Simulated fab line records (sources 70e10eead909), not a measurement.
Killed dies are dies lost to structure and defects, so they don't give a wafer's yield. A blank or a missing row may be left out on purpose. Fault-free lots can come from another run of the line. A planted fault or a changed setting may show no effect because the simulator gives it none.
fab line records	flow nand_harc
[record] lots = 24	wafers = 72	last_day = 34
route steps=1302 shown P_M0@264 P_M1@300
lots untouched by any fault: they come from a run of this same line in which no faults occurred
start_h: hours from the record's first day to the start of the lot's first wafer shown	wait_h: hours since the lot's step before	" the same as in the row above	L1.1+2: a row that stands for several wafers	- no value, or no start given	* or withheld: withheld	< > ~ a bound
route shown NAME@n: a module of which the file shows steps, and the number in the route of the first	usual: mean/standard deviation of fault-free wafers	same: alike in all rows	chamber/n: place in a boat	sites: each site's reading	_std_site: standard deviation of those values	_edge_site: inner sites' mean taken away from outer sites' mean	radius_mm: how far each site lies from the wafer's centre	mask NAME#n: copy n	behind: the last tool/chamber to shape the wafer	hold: why the lot was held/for how many hours/how that ended	device: transistor that didn't switch, given as n, p or np	end of line: the same wafers' tests at the end of the route	step lacking rows: just its recipe	killed: the dies lost at the first sort to structure and to defects; this is not the yield of the wafer	map: a wafer's dies, x killed, . not, _ none there
set.NAME: the setting the step ran with; set.NAME@STEP: the setting that earlier step ran with	model.NAME: the simulator's own value behind a step, which no gauge read
the route's steps for a sample of lots (tables are steps, rows are wafers)
services: from which hour (start_h, from the record's first day; less than 0 if before it) a tool's chamber was out of use, for how many hours, and why
[[steps]]
[step NHARC_P_M0_OVL_MEAS_10]
[recipe] pitch_nm = 180
[usual] overlay_x_nm = 0.0/0.69	overlay_y_nm = -0.1/0.79
lot.wafer	tool	chamber	start_h	wait_h	overlay_x_nm	overlay_y_nm
L074.2	overlay-02	-	129.46	-	0.8	0.2
L074.3	"	-	"	"	1.0	-0.2
L074.6	"	-	"	"	1.2	-0.2
L076.2	overlay-01	-	144.61	-	-0.4	0.9
L076.3	"	-	"	"	-1.0	0.7
L076.4	"	-	"	"	-0.2	0.8
L075.3	overlay-01	-	145.22	-	-0.2	-0.3
L075.5	"	-	"	"	-0.7	-0.4
L075.6	"	-	"	"	-0.5	-0.8
L077.4	overlay-02	-	151.15	-	-0.3	-1.9
L077.5	"	-	"	"	0.2	-2.3
L077.6	"	-	"	"	-0.2	-2.0
L078.1	overlay-02	-	163.74	-	0.7	1.0
L078.2	"	-	"	"	0.5	1.1
L078.3	"	-	"	"	0.3	1.5
L079.1	overlay-02	-	171.22	-	-0.2	0.2
L079.3	"	-	"	"	-0.8	0.9
L079.4	"	-	"	"	-0.4	1.1
L080.2	overlay-02	-	178.95	-	-0.4	-0.7
L080.4	"	-	"	"	-0.1	-0.1
L080.6	"	-	"	"	-0.2	-0.5
L081.2	overlay-02	-	190.25	-	-0.9	-1.0
L081.3	"	-	"	"	-0.3	-1.0
L081.5	"	-	"	"	-0.6	-1.6
L082.1	overlay-01	-	202.92	-	-0.6	-1.1
L082.2	"	-	"	"	-0.6	-1.4
L082.5	"	-	"	"	-0.7	-1.3
L083.2	overlay-01	-	210.01	-	-0.6	0.8
L083.4	"	-	"	"	-0.9	0.4
L083.5	"	-	"	"	-1.1	0.2
L084.2	overlay-02	-	224.17	-	-1.1	0.1
L084.4	"	-	"	"	-0.5	-0.5
L084.6	"	-	"	"	-1.0	-0.5
L085.2	overlay-02	-	228.16	-	0.0	0.0
L085.3	"	-	"	"	0.1	0.3
L085.4	"	-	"	"	-0.1	0.2
L086.3	overlay-02	-	241.47	-	-0.8	0.2
L086.4	"	-	"	"	-0.8	0.0
L086.6	"	-	"	"	-0.4	0.2
L087.3	overlay-01	-	250.07	-	0.4	-1.3
L087.4	"	-	"	"	-0.3	-0.9
L087.6	"	-	"	"	0.0	-1.3
L088.3	overlay-01	-	268.26	-	0.4	0.2
L088.4	"	-	"	"	0.8	0.1
L088.6	"	-	"	"	0.7	-0.1
L089.1	overlay-02	-	268.73	-	0.5	-0.1
L089.2	"	-	"	"	0.5	-0.4
L089.6	"	-	"	"	-0.3	-0.6
L090.2	overlay-02	-	283.15	-	1.0	0.3
L090.3	"	-	"	"	0.3	0.5
L090.5	"	-	"	"	0.4	0.8
L091.3	overlay-02	-	284.11	-	1.3	0.4
L091.4	"	-	"	"	0.6	0.3
L091.6	"	-	"	"	0.2	-0.5
L092.4	overlay-01	-	316.88	-	-0.2	-0.4
L092.5	"	-	"	"	0.5	-0.5
L092.6	"	-	"	"	0.2	-0.1
L093.4	overlay-02	-	317.27	-	0.7	-0.7
L093.5	"	-	"	"	0.7	-0.5
L093.6	"	-	"	"	0.3	-0.5
L094.1	overlay-02	-	323.33	-	1.5	0.8
L094.2	"	-	"	"	1.5	0.2
L094.4	"	-	"	"	1.8	0.1
L095.2	overlay-02	-	335.67	-	0.3	-0.6
L095.5	"	-	"	"	1.1	-0.9
L095.6	"	-	"	"	0.9	-0.4
L096.2	overlay-01	-	345.29	-	0.0	0.3
L096.3	"	-	"	"	0.2	0.7
L096.5	"	-	"	"	0.3	0.0
L097.1	overlay-01	-	353.39	-	-0.1	1.0
L097.2	"	-	"	"	-0.3	0.8
L097.5	"	-	"	"	-0.1	0.6
[step NHARC_P_M0_DESCUM_14]
[recipe] time_s = 3	o2_flow_sccm = 200	ar_flow_sccm = 0	bias_power_w = 0	chemistry = O2
[usual] drypump_motor_current_A = 5.9/0.32	oes_product_au = 1.003/0.0075	rf_vpp_V = 57.6/0.85	showerhead_plenum_p_Torr = 1.89/0.072	throttle_valve_pct = 11.311/0.0094
lot.wafer	tool	chamber	start_h	wait_h	drypump_motor_current_A	oes_product_au	rf_hours_counter_h	rf_vpp_V	showerhead_plenum_p_Torr	throttle_valve_pct
L074.3	rie_diel-04	3	129.56	0.1	5.8	0.993	22	58.0	1.99	11.318
L074.2	"	1	"	"	5.7	0.992	21	59.7	1.96	11.311
L074.6	"	3	"	"	5.8	0.992	-	59.1	1.99	11.311
L076.3	rie_diel-06	3	144.75	0.1	5.4	1.007	2	56.0	1.86	11.296
L076.2	"	0	"	"	6.5	1.012	2	58.5	2.00	11.295
L076.4	"	1	"	"	5.9	1.010	3	58.0	1.81	11.309
L075.3	rie_diel-06	0	145.49	0.2	6.5	1.020	3	58.4	2.00	11.316
L075.5	"	3	"	"	5.4	1.008	-	58.2	1.86	11.300
L075.6	"	0	"	"	6.5	1.021	-	58.2	2.00	11.304
L077.6	rie_diel-04	1	151.28	0.1	5.7	1.007	-	56.5	1.96	11.311
L077.4	"	3	"	"	5.8	0.999	-	58.5	1.98	11.307
L077.5	"	0	"	"	5.8	1.003	-	57.3	1.86	11.307
L078.2	rie_diel-04	3	163.84	0.1	5.8	1.000	27	57.6	1.98	11.329
L078.1	"	0	"	"	5.8	1.003	28	58.5	1.86	11.302
L078.3	"	2	"	"	6.2	1.002	29	57.8	1.81	11.307
L079.4	rie_diel-06	1	171.32	0.1	5.9	1.007	12	58.2	1.81	11.307
L079.1	"	2	"	"	5.3	1.005	10	57.8	1.86	11.304
L079.3	"	0	"	"	6.5	1.015	12	57.1	2.00	11.313
L080.4	rie_diel-06	0	179.05	0.1	6.5	1.011	15	57.6	2.00	11.311
L080.2	"	3	"	"	5.4	1.002	13	56.5	1.86	11.318
L080.6	"	0	"	"	6.5	1.010	-	57.0	2.00	11.313
L081.2	rie_diel-04	0	190.37	0.1	5.8	0.997	0	58.0	1.86	11.329
L081.3	"	0	"	"	5.8	0.988	-	59.2	1.86	11.316
L081.5	"	0	"	"	5.8	0.992	-	58.1	1.86	11.306
L082.2	rie_diel-04	0	203.02	0.1	5.8	0.997	2	58.0	1.86	11.300
L082.1	"	2	"	"	6.2	0.992	1	57.8	1.81	11.318
L082.5	"	0	"	"	5.8	1.001	-	57.0	1.86	11.314
L083.2	rie_diel-04	1	210.11	0.1	5.7	1.000	1	58.2	1.96	11.310
L083.4	"	3	"	"	5.8	1.003	3	56.2	1.98	11.308
L083.5	"	0	"	"	5.8	1.001	-	57.5	1.86	11.308
L084.2	rie_diel-04	2	224.28	0.1	6.2	1.006	6	57.5	1.81	11.319
L084.4	"	3	"	"	5.7	1.008	5	57.7	1.98	11.323
L084.6	"	1	"	"	5.7	1.002	-	57.3	1.95	11.304
L085.2	rie_diel-06	3	228.26	0.1	5.3	1.021	27	56.7	1.85	11.309
L085.3	"	0	"	"	6.5	1.018	29	59.1	1.99	11.307
L085.4	"	2	"	"	5.3	0.997	30	55.7	1.85	11.316
L086.3	rie_diel-04	3	241.56	0.1	5.7	1.004	8	57.4	1.98	11.302
L086.4	"	1	"	"	5.7	1.010	7	58.4	1.95	11.321
L086.6	"	0	"	"	5.8	1.002	-	59.2	1.86	11.315
L087.3	rie_diel-13	1	250.17	0.1	5.6	1.005	24	57.3	1.86	11.307
L087.4	"	2	"	"	6.2	0.998	25	57.2	1.99	11.308
L087.6	"	1	"	"	5.6	0.999	-	57.3	1.86	11.316
L088.4	rie_diel-04	3	268.37	0.1	5.8	1.013	11	57.2	1.98	11.301
L088.3	"	1	"	"	5.7	1.005	10	57.2	1.95	11.301
L088.6	"	3	"	"	5.8	1.007	-	57.0	1.98	11.319
L089.2	rie_diel-04	1	268.83	0.1	5.7	0.995	10	57.7	1.95	11.307
L089.1	"	0	"	"	5.8	1.000	13	56.2	1.86	11.309
L089.6	"	2	"	"	6.2	1.004	-	57.4	1.81	11.319
L090.3	rie_diel-04	3	283.24	0.1	5.8	1.002	12	57.6	1.98	11.324
L090.2	"	1	"	"	5.7	1.003	12	57.1	1.95	11.306
L090.5	"	0	"	"	5.8	0.989	-	57.3	1.86	11.303
L091.4	rie_diel-04	3	284.22	0.1	5.8	1.002	12	58.3	1.98	11.319
L091.3	"	0	"	"	5.8	1.006	14	57.1	1.86	11.323
L091.6	"	1	"	"	5.7	1.004	-	57.2	1.95	11.306
L092.4	rie_diel-06	0	317.00	0.1	6.5	1.003	0	58.4	1.98	11.296
L092.6	"	1	"	"	5.9	1.000	-	56.1	1.79	11.320
L092.5	"	2	"	"	5.3	1.000	-	58.3	1.84	11.307
L093.4	rie_diel-04	2	317.37	0.1	6.2	0.998	16	56.7	1.81	11.312
L093.5	"	2	"	"	6.2	1.005	-	57.4	1.81	11.308
L093.6	"	3	"	"	5.8	0.996	-	56.9	1.98	11.302
L094.2	rie_diel-04	3	323.43	0.1	5.8	1.015	16	59.0	1.98	11.299
L094.1	"	1	"	"	5.7	1.008	16	57.8	1.95	11.311
L094.4	"	2	"	"	6.2	1.004	16	57.8	1.81	11.307
L095.2	rie_diel-04	3	335.78	0.1	5.8	1.001	18	57.3	1.98	11.329
L095.5	"	2	"	"	6.2	0.997	-	58.0	1.81	11.316
L095.6	"	3	"	"	5.8	0.997	-	58.7	1.98	11.307
L096.2	rie_diel-04	2	345.39	0.1	6.2	0.997	19	56.9	1.81	11.304
L096.3	"	3	"	"	5.8	1.005	20	57.7	1.98	11.294
L096.5	"	2	"	"	6.2	0.993	-	58.0	1.81	11.312
L097.2	rie_diel-06	3	353.50	0.1	5.3	1.015	16	57.6	1.84	11.300
L097.1	"	0	"	"	6.5	1.002	13	58.2	1.98	11.322
L097.5	"	1	"	"	5.9	1.007	-	56.8	1.79	11.306
[step NHARC_P_M0_ANNEAL_30]
[recipe] temp_c = 225	time_s = 90
[usual] anneal_temp_c_max = 225.97/0.25	wafer_temp_C_max = 225.83/0.24
lot.wafer	tool	chamber	start_h	wait_h	anneal_temp_c_max	wafer_temp_C_max
L074.2	rtp_anneal-02	0	131.26	-	226.02	225.33
L074.3	"	0	"	"	225.99	225.60
L074.6	"	0	"	"	226.03	225.72
L076.2	rtp_anneal-02	0	146.67	0.4	225.81	226.05
L076.3	"	0	"	"	226.23	226.13
L076.4	"	0	"	"	226.12	225.86
L075.3	rtp_anneal-02	0	147.48	0.4	225.56	225.55
L075.5	"	0	"	"	225.70	225.84
L075.6	"	0	"	"	226.36	225.49
L077.4	rtp_anneal-01	0	153.10	0.4	226.06	225.93
L077.5	"	0	"	"	226.22	225.54
L077.6	"	0	"	"	225.87	225.72
L078.1	rtp_anneal-01	0	165.72	0.3	226.17	225.62
L078.2	"	0	"	"	225.97	225.84
L078.3	"	0	"	"	225.76	225.79
L079.1	rtp_anneal-02	0	173.04	0.3	225.89	225.77
L079.3	"	0	"	"	226.46	226.05
L079.4	"	0	"	"	225.87	225.79
L080.2	rtp_anneal-01	0	180.75	-	226.32	226.30
L080.4	"	0	"	"	225.92	225.94
L080.6	"	0	"	"	225.71	225.87
L081.2	rtp_anneal-02	0	192.35	0.4	225.79	225.73
L081.3	"	0	"	"	225.99	226.03
L081.5	"	0	"	"	226.03	225.60
L082.1	rtp_anneal-02	0	204.83	0.3	226.04	225.68
L082.2	"	0	"	"	225.68	225.57
L082.5	"	0	"	"	226.14	226.00
L083.2	rtp_anneal-02	0	211.83	0.4	226.06	225.55
L083.4	"	0	"	"	225.96	226.10
L083.5	"	0	"	"	226.02	225.82
L084.2	rtp_anneal-02	0	226.01	0.4	226.19	225.33
L084.4	"	0	"	"	225.77	225.52
L084.6	"	0	"	"	226.01	225.39
L085.2	rtp_anneal-02	0	229.96	0.3	226.19	225.77
L085.3	"	0	"	"	225.89	225.94
L085.4	"	0	"	"	226.09	225.81
L086.3	rtp_anneal-01	0	243.63	-	225.71	225.95
L086.4	"	0	"	"	225.67	225.82
L086.6	"	0	"	"	225.98	226.29
L087.3	rtp_anneal-02	0	252.14	-	225.98	225.73
L087.4	"	0	"	"	226.02	225.79
L087.6	"	0	"	"	226.18	225.67
L088.3	rtp_anneal-01	0	270.12	-	225.42	225.67
L088.4	"	0	"	"	225.59	225.92
L088.6	"	0	"	"	225.35	225.85
L089.1	rtp_anneal-01	0	270.49	-	226.06	226.32
L089.2	"	0	"	"	225.87	226.03
L089.6	"	0	"	"	225.69	225.66
L090.2	rtp_anneal-02	0	284.95	0.3	226.19	225.75
L090.3	"	0	"	"	226.05	225.64
L090.5	"	0	"	"	226.12	225.52
L091.3	rtp_anneal-01	0	285.98	-	225.91	226.31
L091.4	"	0	"	"	225.64	226.01
L091.6	"	0	"	"	226.01	225.84
L092.4	rtp_anneal-01	0	318.79	0.4	225.93	225.60
L092.5	"	0	"	"	226.30	226.40
L092.6	"	0	"	"	225.96	225.96
L093.4	rtp_anneal-02	0	319.20	-	226.29	225.85
L093.5	"	0	"	"	226.11	226.04
L093.6	"	0	"	"	226.18	225.63
L094.1	rtp_anneal-01	0	325.08	-	226.42	225.85
L094.2	"	0	"	"	226.17	226.08
L094.4	"	0	"	"	225.82	225.83
L095.2	rtp_anneal-01	0	337.48	0.4	225.59	225.78
L095.5	"	0	"	"	225.91	226.03
L095.6	"	0	"	"	225.82	226.36
L096.2	rtp_anneal-01	0	347.18	-	225.67	225.73
L096.3	"	0	"	"	225.69	225.85
L096.5	"	0	"	"	225.97	225.89
L097.1	rtp_anneal-02	0	355.14	-	226.00	225.68
L097.2	"	0	"	"	225.96	225.51
L097.5	"	0	"	"	225.99	225.48
[step NHARC_P_M0_PRE_CLEAN_31]
[recipe] time_s = 12	temp_c = 370	rf_power_w = 300	gas = NH3
[usual] heater_power_w = 617/57	rf_fwd_power_W = 292.5/0.91
lot.wafer	tool	chamber	start_h	wait_h	heater_power_w	rf_fwd_power_W
L074.3	pecvd-04	2	132.10	0.1	585	292.1
L074.2	"	0	"	"	575	293.3
L074.6	"	1	"	"	569	292.4
L076.2	pecvd-01	0	147.51	0.1	688	292.9
L076.3	"	1	"	"	708	291.8
L076.4	"	1	"	"	718	293.0
L075.3	pecvd-02	0	148.29	0.1	611	294.2
L075.5	"	2	"	"	662	292.5
L075.6	"	0	"	"	608	292.9
L077.5	pecvd-02	2	153.87	0.1	674	292.0
L077.6	"	0	"	"	574	293.6
L077.4	"	1	"	"	622	292.0
L078.2	pecvd-04	1	166.60	0.1	533	291.4
L078.1	"	2	"	"	639	292.8
L078.3	"	0	"	"	535	293.7
L079.1	pecvd-01	1	173.94	0.1	702	292.3
L079.3	"	2	"	"	681	292.2
L079.4	"	1	"	"	705	292.4
L080.2	pecvd-02	1	181.61	0.1	665	291.7
L080.6	"	2	"	"	659	292.7
L080.4	"	0	"	"	559	294.3
L081.2	pecvd-01	2	193.17	0.1	617	291.4
L081.3	"	0	"	"	689	295.1
L081.5	"	2	"	"	634	291.9
L082.1	pecvd-04	1	205.74	0.1	577	293.2
L082.2	"	2	"	"	590	292.6
L082.5	"	0	"	"	618	293.7
L083.2	pecvd-01	0	212.67	0.1	661	292.5
L083.4	"	2	"	"	639	292.1
L083.5	"	0	"	"	675	292.5
L084.2	pecvd-04	1	226.84	0.1	573	293.8
L084.6	"	1	"	"	581	293.3
L084.4	"	2	"	"	554	293.2
L085.3	pecvd-01	0	230.80	0.1	637	292.5
L085.2	"	1	"	"	629	293.0
L085.4	"	1	"	"	615	291.8
L086.3	pecvd-04	2	244.43	0.1	554	292.5
L086.6	"	1	"	"	498	292.8
L086.4	"	2	"	"	555	292.4
L087.3	pecvd-04	2	252.94	0.1	608	292.0
L087.6	"	0	"	"	610	292.6
L087.4	"	1	"	"	565	293.6
L088.3	pecvd-02	0	270.92	0.1	642	292.6
L088.6	"	1	"	"	637	290.7
L088.4	"	2	"	"	618	293.8
L089.2	pecvd-02	1	271.37	0.1	644	292.9
L089.1	"	0	"	"	603	290.8
L089.6	"	2	"	"	585	292.8
L090.3	pecvd-04	0	285.78	0.1	624	292.7
L090.2	"	1	"	"	523	291.6
L090.5	"	0	"	"	626	291.9
L091.3	pecvd-04	1	286.77	0.1	532	292.4
L091.6	"	1	"	"	529	292.5
L091.4	"	2	"	"	600	292.2
L092.6	pecvd-04	1	319.55	0.1	528	292.8
L092.4	"	2	"	"	578	292.0
L092.5	"	0	"	"	629	291.3
L093.5	pecvd-04	0	319.97	0.1	527	293.7
L093.4	"	1	"	"	518	295.3
L093.6	"	2	"	"	590	292.7
L094.1	pecvd-01	1	325.96	0.1	625	292.1
L094.2	"	0	"	"	705	293.1
L094.4	"	0	"	"	732	293.0
L095.2	pecvd-02	2	338.32	0.1	588	291.3
L095.6	"	2	"	"	592	291.7
L095.5	"	1	"	"	623	293.2
L096.2	pecvd-02	2	348.01	0.1	625	293.7
L096.3	"	1	"	"	620	291.4
L096.5	"	2	"	"	617	294.9
L097.1	pecvd-01	2	356.01	0.1	742	292.3
L097.2	"	1	"	"	665	291.7
L097.5	"	0	"	"	613	291.5
[step NHARC_P_M0_DEP_32]
[recipe] target_thk_a = 300	temp_c = 370	target_thk_nm = 30	pressure_torr = 3	flow_sccm = 200	rf_w = 450	material = SiCN
[usual] heater_power_w = 558/62	rf_fwd_power_W = 449.1/1.4	showerhead_vpp_V = 1324/85
lot.wafer	tool	chamber	start_h	wait_h	heater_power_w	rf_fwd_power_W	showerhead_vpp_V
L074.3	pecvd-04	2	132.21	0.1	489	446.8	1328
L074.2	"	0	"	"	480	449.1	1445
L074.6	"	1	"	"	499	450.0	1358
L076.2	pecvd-01	0	147.62	0.1	650	451.9	1193
L076.3	"	1	"	"	618	449.1	1223
L076.4	"	1	"	"	622	447.4	1214
L075.3	pecvd-02	0	148.42	0.1	565	449.0	1329
L075.5	"	2	"	"	610	451.9	1409
L075.6	"	0	"	"	561	450.4	1330
L077.5	pecvd-02	2	154.04	0.2	527	450.4	1402
L077.6	"	0	"	"	591	450.2	1328
L077.4	"	1	"	"	570	448.6	1405
L078.2	pecvd-04	1	166.68	0.1	505	448.9	1329
L078.1	"	2	"	"	487	450.7	1335
L078.3	"	0	"	"	569	446.8	1468
L079.1	pecvd-01	1	174.05	0.1	644	449.7	1228
L079.3	"	2	"	"	609	448.8	1220
L079.4	"	1	"	"	666	449.7	1232
L080.2	pecvd-02	1	181.75	0.1	594	449.0	1393
L080.6	"	2	"	"	625	449.3	1415
L080.4	"	0	"	"	543	450.1	1332
L081.2	pecvd-01	2	193.25	0.1	577	449.4	1209
L081.3	"	0	"	"	531	452.0	1192
L081.5	"	2	"	"	575	448.5	1213
L082.1	pecvd-04	1	205.85	0.1	525	449.1	1325
L082.2	"	2	"	"	554	451.0	1327
L082.5	"	0	"	"	493	449.2	1443
L083.2	pecvd-01	0	212.78	0.1	583	446.1	1203
L083.4	"	2	"	"	530	448.2	1202
L083.5	"	0	"	"	591	448.4	1190
L084.2	pecvd-04	1	226.92	0.1	430	449.7	1309
L084.6	"	1	"	"	441	448.1	1345
L084.4	"	2	"	"	533	445.5	1329
L085.3	pecvd-01	0	230.88	0.1	628	450.8	1208
L085.2	"	1	"	"	659	447.6	1239
L085.4	"	1	"	"	663	448.8	1238
L086.3	pecvd-04	2	244.54	0.1	551	448.5	1325
L086.6	"	1	"	"	438	448.4	1313
L086.4	"	2	"	"	556	444.9	1323
L087.3	pecvd-04	2	253.08	0.1	528	448.1	1331
L087.6	"	0	"	"	576	449.4	1439
L087.4	"	1	"	"	439	450.4	1305
L088.3	pecvd-02	0	271.06	0.1	530	450.5	1304
L088.6	"	1	"	"	493	450.4	1404
L088.4	"	2	"	"	572	449.4	1386
L089.2	pecvd-02	1	271.45	0.1	546	448.4	1397
L089.1	"	0	"	"	576	447.7	1335
L089.6	"	2	"	"	625	448.3	1412
L090.3	pecvd-04	0	285.86	0.1	559	447.6	1454
L090.2	"	1	"	"	475	448.1	1310
L090.5	"	0	"	"	562	447.0	1442
L091.3	pecvd-04	1	286.88	0.1	457	453.1	1316
L091.6	"	1	"	"	437	449.0	1320
L091.4	"	2	"	"	588	450.6	1359
L092.6	pecvd-04	1	319.72	0.2	434	448.6	1312
L092.4	"	2	"	"	510	449.8	1319
L092.5	"	0	"	"	552	446.8	1445
L093.5	pecvd-04	0	320.14	0.2	514	449.9	1468
L093.4	"	1	"	"	413	449.5	1313
L093.6	"	2	"	"	556	447.0	1341
L094.1	pecvd-01	1	326.04	0.1	604	449.5	1205
L094.2	"	0	"	"	618	447.3	1212
L094.4	"	0	"	"	632	450.0	1202
L095.2	pecvd-02	2	338.40	0.1	554	449.2	1384
L095.6	"	2	"	"	552	450.2	1397
L095.5	"	1	"	"	601	449.4	1368
L096.2	pecvd-02	2	348.09	0.1	627	448.0	1403
L096.3	"	1	"	"	518	450.6	1395
L096.5	"	2	"	"	616	447.4	1393
L097.1	pecvd-01	2	356.09	0.1	676	449.8	1173
L097.2	"	1	"	"	645	449.1	1216
L097.5	"	0	"	"	656	448.1	1199
[step NHARC_P_M1_ETCH_15]
[recipe] target_depth_a = 1825	time_s = 91.2	c4f8_flow_sccm = withheld	ar_flow_sccm = 400	rf_w = 600	bias_w = 300	chemistry = C4F8/Ar
[usual] oes_product_au = 0.956/0.018	rf_fwd_power_W = 595.4/2.4	rf_vpp_V = 440.3/1.7
lot.wafer	tool	chamber	start_h	wait_h	oes_product_au	rf_fwd_power_W	rf_hours_counter_h	rf_vpp_V
L074.3	rie_diel-07	0	-	-	0.972	595.4	1	438.3
L074.2	"	1	"	"	0.954	597.3	1	439.6
L074.6	"	0	"	"	0.982	593.0	-	440.7
L076.3	rie_diel-07	2	-	-	0.959	594.9	1	441.2
L076.2	"	0	"	"	0.974	597.1	2	440.2
L076.4	"	2	"	"	0.959	595.4	-	441.6
L075.3	rie_diel-07	0	-	-	0.968	594.9	2	440.6
L075.6	"	0	"	"	0.978	595.1	-	440.4
L075.5	"	1	"	"	0.954	597.8	-	439.7
L077.4	rie_diel-09	1	-	-	0.963	592.0	0	441.4
L077.5	"	0	"	"	0.961	595.9	-	443.1
L077.6	"	1	"	"	0.963	592.7	-	443.0
L078.3	rie_diel-09	1	-	-	0.961	597.2	1	442.7
L078.2	"	2	"	"	0.986	599.1	1	438.3
L078.1	"	3	"	"	0.981	600.2	1	437.5
L079.1	rie_diel-09	1	-	-	0.962	596.8	1	442.0
L079.4	"	3	"	"	0.984	596.1	1	436.8
L079.3	"	0	"	"	0.987	593.4	1	441.4
L080.2	rie_diel-07	1	-	-	0.945	598.5	4	440.7
L080.4	"	2	"	"	0.938	598.0	-	440.9
L080.6	"	0	"	"	0.951	592.2	-	439.3
L081.3	rie_diel-07	0	-	-	0.972	596.9	4	440.3
L081.2	"	1	"	"	0.965	593.6	5	441.1
L081.5	"	2	"	"	0.971	594.7	-	440.8
L082.2	rie_diel-09	0	-	-	0.959	592.5	4	441.5
L082.1	"	1	"	"	0.950	597.8	4	441.6
L082.5	"	1	"	"	0.948	596.6	-	442.1
L083.2	rie_diel-07	2	-	-	0.932	593.4	7	441.7
L083.4	"	0	"	"	0.923	596.6	6	439.8
L083.5	"	2	"	"	0.924	596.1	-	440.4
L084.2	rie_diel-07	2	-	-	0.918	594.0	8	441.3
L084.4	"	3	"	"	0.944	593.1	7	438.8
L084.6	"	1	"	"	0.931	598.7	-	440.2
L085.3	rie_diel-07	2	-	-	0.957	594.3	8	441.2
L085.4	"	3	"	"	0.953	591.3	7	438.5
L085.2	"	0	"	"	0.966	596.4	7	439.9
L086.3	rie_diel-07	1	-	-	0.979	594.3	8	439.7
L086.4	"	2	"	"	0.973	594.3	9	442.7
L086.6	"	0	"	"	0.959	593.4	-	439.4
L087.3	rie_diel-09	2	-	-	0.939	597.9	7	437.4
L087.4	"	3	"	"	0.936	597.3	7	437.6
L087.6	"	3	"	"	0.937	597.4	-	437.5
L088.4	rie_diel-07	0	-	-	0.977	595.5	9	439.4
L088.3	"	1	"	"	0.965	598.6	10	441.6
L088.6	"	1	"	"	0.965	597.7	-	439.6
L089.1	rie_diel-07	0	-	-	0.969	595.5	9	439.7
L089.2	"	1	"	"	0.954	598.2	10	441.5
L089.6	"	1	"	"	0.949	595.9	-	441.6
L090.2	rie_diel-07	2	-	-	0.916	592.9	12	442.0
L090.3	"	0	"	"	0.924	594.9	10	440.6
L090.5	"	2	"	"	0.920	596.1	-	441.9
L091.3	rie_diel-01	3	-	-	0.931	593.6	28	437.5
L091.4	"	1	"	"	0.926	595.5	22	436.9
L091.6	"	2	"	"	0.928	599.4	-	446.5
L092.4	rie_diel-07	2	-	-	0.961	595.8	2	441.7
L092.6	"	0	"	"	0.970	591.1	-	438.7
L092.5	"	1	"	"	0.977	597.4	-	441.0
L093.4	rie_diel-07	0	-	-	0.966	594.7	1	440.3
L093.6	"	0	"	"	0.965	592.6	-	440.6
L093.5	"	1	"	"	0.953	598.6	-	440.5
L094.1	rie_diel-07	3	-	-	0.948	589.5	2	438.5
L094.4	"	0	"	"	0.976	591.3	1	440.7
L094.2	"	2	"	"	0.952	594.0	2	442.5
L095.2	rie_diel-07	3	-	-	0.952	594.0	2	439.6
L095.5	"	3	"	"	0.955	595.7	-	438.6
L095.6	"	0	"	"	0.979	595.1	-	439.1
L096.3	rie_diel-07	1	-	-	0.963	597.6	3	438.9
L096.2	"	3	"	"	0.978	596.4	3	438.8
L096.5	"	1	"	"	0.964	595.9	-	440.6
L097.1	rie_diel-09	3	-	-	0.957	597.0	3	436.3
L097.2	"	2	"	"	0.950	598.8	3	438.3
L097.5	"	3	"	"	0.954	596.4	-	439.7
[[services]]
tool	chamber	start_h	hours	kind
pecvd-04	2	114.33	3.4	repair
rie_diel-07	-	118.85	9.0	pm
pecvd-01	-	130.75	13.0	pm
rie_diel-04	3	135.79	3.2	repair
rie_diel-07	3	143.46	9.5	repair
rie_diel-04	2	147.23	5.0	repair
rie_diel-04	1	156.57	50.4	repair
pecvd-02	1	168.63	6.4	repair
rie_diel-04	-	178.65	9.0	pm
rie_diel-07	3	181.71	5.7	repair
rie_diel-07	0	185.11	5.9	repair
rie_diel-04	3	197.26	6.4	repair
pecvd-02	-	227.17	13.0	pm
rie_diel-04	2	244.70	10.7	repair
pecvd-01	-	262.52	0.3	repair
pecvd-04	-	269.01	13.0	pm
rie_diel-07	-	275.61	1.0	repair
rie_diel-04	-	281.78	0.7	repair
rie_diel-07	-	295.85	9.0	pm
pecvd-01	-	311.93	13.0	pm
rie_diel-07	0	314.25	5.3	repair
rie_diel-04	1	341.13	10.2	repair
rie_diel-04	-	352.96	1.4	repair
rie_diel-04	-	355.65	9.0	pm
[[key]]
fault none
